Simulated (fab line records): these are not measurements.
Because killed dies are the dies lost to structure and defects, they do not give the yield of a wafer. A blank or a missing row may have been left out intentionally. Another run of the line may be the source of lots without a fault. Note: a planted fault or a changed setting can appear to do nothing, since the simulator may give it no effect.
Chamber matching + flow n5_finfet + N5_BEOL_M0_SAQP_ETCH_83 on rie_diel-06 has 4 sister chambers
The step etches SiARC in CF4, target depth 39 nm, time 65 s. 4 wafers are shown with their chamber, then 7 later ones without.

WAFERS, EACH WITH ITS CHAMBER
| wafer  | chamber | drypump_motor_current_A (A) |
|--------|---------|-----------------------------|
| L606.3 | 3       | 6.8                         |
| L606.5 | 0       | 6.1                         |
| L608.1 | 2       | 4.9                         |
| L608.2 | 1       | 5.9                         |

WAFERS MISSING THEIR CHAMBER
| wafer  | drypump_motor_current_A (A) |
|--------|-----------------------------|
| L608.3 | 6.8                         |
| L615.2 | 5.9                         |
| L615.3 | 4.9                         |
| L615.6 | 6.1                         |
| L616.3 | 4.9                         |
| L616.5 | 6.0                         |
| L616.6 | 6.1                         |

THE CHAMBER EACH PASSED THROUGH
| wafer  | from the rows above     | in truth |
|--------|-------------------------|----------|
| L608.3 | 3                       | 3        |
| L615.2 | 1                       | 1        |
| L615.3 | 2                       | 2        |
| L615.6 | 0                       | 0        |
| L616.3 | 2                       | 2        |
| L616.5 | can't be placed: 0 or 1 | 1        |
| L616.6 | 0                       | 0        |
Placed correctly: 6 of 7. Not placeable from these rows: 1 (in 1, the candidates include the true chamber). Wrongly placed: 0.
How it was worked out, from the rows above alone: a wafer's distance from a chamber is the root of the sum, over the readings, of the square of ((its reading less the chamber's mean) divided by the reading's scatter). If the next closest chamber is less than 2 further off than the closest, the wafer can't be placed; otherwise it belongs to the closest. A chamber's mean is the mean of its shown wafers. The scatter: root of mean squared gap, hidden wafer to nearest shown wafer, with one shown wafer a chamber.
